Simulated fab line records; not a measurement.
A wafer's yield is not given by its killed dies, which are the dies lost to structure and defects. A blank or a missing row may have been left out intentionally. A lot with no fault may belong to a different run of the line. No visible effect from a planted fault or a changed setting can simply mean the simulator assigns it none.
The same fault as seen by 2 desks | flow n5-finfet | each desk has only its own numbers; what lay behind them comes last

== FROM THE METROLOGY DESK ==
Means of the sampled wafers that have a number, per lot and without regard to the tool the lot ran on: this is what the gauges read. If a lot's mean is further than 4 standard deviations from the usual mean, the lot is out of limits and carries the mark OUT (the distance appears in the brackets). Only the readings that lie furthest out on some lot appear, 7 of the 10 it has.
Columns: A = DIBL_P at N5_BEOL_M4_RC_MEAS_101, usual 36.7 mV/V; B = IOFF_N at N5_BEOL_M4_RC_MEAS_101, usual 0.164 nA/um; C = IOFF_P at N5_BEOL_M4_RC_MEAS_101, usual 0.214 nA/um; D = ION_N at N5_BEOL_M4_RC_MEAS_101, usual 673 uA/um; E = SS_N at N5_BEOL_M4_RC_MEAS_101, usual 71.6 mV/dec; F = SS_P at N5_BEOL_M4_RC_MEAS_101, usual 73.3 mV/dec; G = VT_N at N5_BEOL_M4_RC_MEAS_101, usual 249.4 mV
lot  | first seen here | A    | B     | C     | D   | E    | F    | G
L240 | day 10 17:12    | 36.7 | 0.170 | 0.227 | 672 | 72.1 | 73.9 | 250.3
L246 | day 12 19:09    | 37.5 | 0.192 | 0.231 | 682 | 72.0 | 73.6 | 245.7
L249 | day 12 22:10    | 36.1 | 0.163 | 0.211 | 667 | 71.3 | 73.0 | 249.9
L250 | day 13 12:02    | 36.9 | 0.169 | 0.224 | 675 | 71.5 | 72.9 | 247.2
L252 | day 13 19:29    | 40.0 | 0.186 | 0.240 | 683 | 71.7 | 74.1 | 248.5
Result from this desk: across the 5 lots, nothing is out of limits.

== FOR THE TOOL OWNER'S DESK: rie-diel-01 ==
The tool's own readings at N5_BEOL_M4_ETCH_70 (etches SOC in N2/H2, target depth 80 nm, overetch 24 nm, time 130 s): means of the sampled wafers that have a number, for each lot that ran on this tool. If a lot's mean is further than 4 standard deviations from the usual mean, the lot is out of limits and carries the mark OUT (the distance appears in the brackets).
Columns: A = drypump-motor-current-A at N5_BEOL_M4_ETCH_70, usual 6.0 A; B = oes-product-au at N5_BEOL_M4_ETCH_70, usual 0.58 a.u.; C = rf-vpp-V at N5_BEOL_M4_ETCH_70, usual 524.2 V; D = showerhead-plenum-p-Torr at N5_BEOL_M4_ETCH_70, usual 2.56 Torr; E = throttle-valve-pct at N5_BEOL_M4_ETCH_70, usual 17.90 %
lot  | first seen here | A   | B    | C     | D    | E
L240 | day 10 12:59    | 6.2 | 0.59 | 524.7 | 2.60 | 17.85
L246 | day 12 12:58    | 6.4 | 0.57 | 525.0 | 2.58 | 18.03
L249 | day 12 17:25    | 6.2 | 0.58 | 525.4 | 2.59 | 17.89
L250 | day 13 05:31    | 6.3 | 0.55 | 523.6 | 2.57 | 17.99
Result from this desk: across the 4 lots, nothing is out of limits.

== ALL TOGETHER ==
The metrology desk saw nothing out of limits.
The desk of the tool owner found nothing out of limits.

== WHAT WAS PUT IN BY THE SIMULATOR ==
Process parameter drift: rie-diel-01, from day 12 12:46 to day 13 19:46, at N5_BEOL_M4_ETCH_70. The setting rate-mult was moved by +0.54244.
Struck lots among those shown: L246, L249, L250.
